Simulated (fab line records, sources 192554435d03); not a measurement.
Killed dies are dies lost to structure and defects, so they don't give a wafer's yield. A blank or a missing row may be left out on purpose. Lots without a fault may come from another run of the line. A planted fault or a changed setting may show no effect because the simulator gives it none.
A struck lot beside a sound one | flow n5_finfet | 37 steps out of a route of 1938
Sound: wafers L479.1, L479.5, L479.6. Struck: wafers L477.1, L477.3, L477.6. The cause comes at the end.
At each step with rows: each side's tool, then ch and its chambers, then its first start. Under that, the readings that differ: sound wafers | struck wafers | difference of the means | sigmas: that difference in standard deviations of wafers without a fault.
alike: readings whose means differ by less than 2 such deviations, and words and numbers that are the same on both sides. not compared: withheld readings, readings that some wafer has no value for, bounds like >300 that may hide the same value, and numbers for which the record gives no deviation and whose values overlap.
The two part at a step that has a row with sigmas, a row that says differs or no value, or rows on one side only. Numbers that don't overlap but have no deviation are shown without sigmas and don't part them. A reading that every wafer of one side lacks parts them only if that side has two wafers or more.

first, 9 steps without rows for these wafers: N5_FIN_SAQP_EXPOSE_13 (exposes mask FIN CORE, target cd 35.6 nm); N5_FIN_SAQP_PEB_14 (peb time 60 s); N5_FIN_SAQP_DEVELOP_15 (develop time 30 s); N5_FIN_SAQP_DESCUM_21 (chemistry O2, time 7.9 s); N5_FIN_SAQP_ETCH_51 (etches SiARC in CF4, target depth 45.5 nm, time 75.8 s); N5_FIN_SAQP_ETCH_52 (etches SOC in N2/H2, target depth 100 nm, overetch 20 nm, time 150 s); N5_FIN_SAQP_STRIP_53 (strips in N2/H2); N5_FIN_SAQP_HM_OPEN_73 (chemistry CHF3/O2, target SiO2, stops on a-Si, target depth 12 nm, time 16.8 s); N5_FIN_SAQP_STRIP_74 (strips in CHF3/O2).
N5_FIN_SAQP_MANDREL_ETCH_22: etches a-Si in HBr/Cl2, stops on SiNx, target depth 60 nm, bt time 10 s, time 30 s.
  sound on rie_si-02 ch 0,1, day 6 10:10; struck on rie_si-03 ch 0,2, day 6 00:59
  alike: bias_w, drypump_motor_current_A, oes_product_au, throttle_valve_pct
  not compared: rf_hours_counter_h
then, 25 steps without rows for these wafers: N5_FIN_SAQP_STRIP_55 (strips in N2/H2); N5_FIN_SAQP_STRIP_23 (strips in SPM, time 750 s); N5_FIN_SAQP_SRD_66 (time 30 s); N5_FIN_SAQP_RECESS_75 (chemistry HF/NH3, target SiO2, target depth 14.4 nm, afs cycles 3, sublimation time 60 s); N5_FIN_SAQP_SPACER1_ALD_24 (deposits SiO2, target thk 20.3 nm, pulse time 1 s, purge time 2 s); N5_FIN_SAQP_SPACER1_ETCHBACK_25 (etches SiO2 in CHF3/O2, target depth 24.4 nm, time 12.2 s); N5_FIN_SAQP_MANDREL1_REMOVE_56 (chemistry HBr/Cl2/O2, target a-Si, stops on SiNx, bt time 10 s); N5_FIN_SAQP_ETCH_57 (etches SiNx in CH3F/O2, target depth 32.5 nm, time 46.4 s); N5_FIN_SAQP_ETCH_65 (etches SiO2 in CF4, target depth 4 nm, time 4.4 s); N5_FIN_SAQP_MANDREL_ETCH_58 (etches a-Si in HBr/Cl2, stops on SiNx, target depth 45 nm, bt time 10 s, time 27 s); N5_FIN_SAQP_RECESS_63 (chemistry HF/NH3, target SiO2, target depth 18 nm, afs cycles 3, sublimation time 60 s); N5_FIN_SAQP_COAT_68 (time 60 s, resist thk 100 nm); N5_FIN_SAQP_ETCH_69 (etches SOC in N2/H2, stops on SiNx, target depth 150 nm); N5_FIN_SAQP_ETCH_67 (etches SiNx in CH3F/O2, target depth 30 nm); N5_FIN_SAQP_STRIP_70 (strips in N2/H2); N5_FIN_SAQP_RECESS_71 (chemistry HF/NH3, target SiO2, target depth 3 nm, afs cycles 1, sublimation time 60 s); N5_FIN_SAQP_SPACER2_ALD_28 (deposits SiO2, target thk 8.1 nm, pulse time 1 s, purge time 2 s); N5_FIN_SAQP_SPACER2_ETCHBACK_29 (etches SiO2 in CHF3/O2, target depth 12.2 nm, time 6.1 s); N5_FIN_SAQP_MANDREL2_REMOVE_60 (chemistry HBr/Cl2/O2, target a-Si, stops on SiNx, bt time 10 s); N5_FIN_SAQP_HM_OPEN_33 (chemistry CH3F/O2, target SiNx, target depth 49.4 nm, time 70.6 s); N5_FIN_SAQP_ETCH_34 (etches SiO2 in C4F6/O2, target depth 45 nm, time 15 s); N5_FIN_SAQP_STRIP_77 (strips in N2/H2, time 90 s); N5_FIN_SAQP_ETCH_64 (etches SiO2 in CF4, target depth 1.5 nm); N5_FIN_SAQP_FIN_ETCH_36 (etches the open film in HBr/Cl2/O2, target depth 120 nm, time 50.4 s); N5_FIN_SAQP_PRECLEAN_38 (cleans in O3/DIW, time 45 s).
N5_FIN_SAQP_INSPECT_40: inspects for defects (brightfield).
  sound on defect_inspect-01, day 6 14:17; struck on defect_inspect-02, day 6 08:08
  reading          | sound       | struck         | difference | sigmas
  raw_defect_count | 194 167 181 | 1473 1492 1484 | +1302      | +23
N5_FIN_CUT_INSPECT_10: inspects for defects (brightfield).
  sound on defect_inspect-02, day 6 22:58; struck on defect_inspect-01, day 6 08:31
  reading          | sound    | struck         | difference | sigmas
  raw_defect_count | 34 35 26 | 1361 1325 1308 | +1300      | +99 or more

WHERE THEY PART
First at N5_FIN_SAQP_INSPECT_40; last, within this record, at N5_FIN_CUT_INSPECT_10.

WHY: what the simulator had put in
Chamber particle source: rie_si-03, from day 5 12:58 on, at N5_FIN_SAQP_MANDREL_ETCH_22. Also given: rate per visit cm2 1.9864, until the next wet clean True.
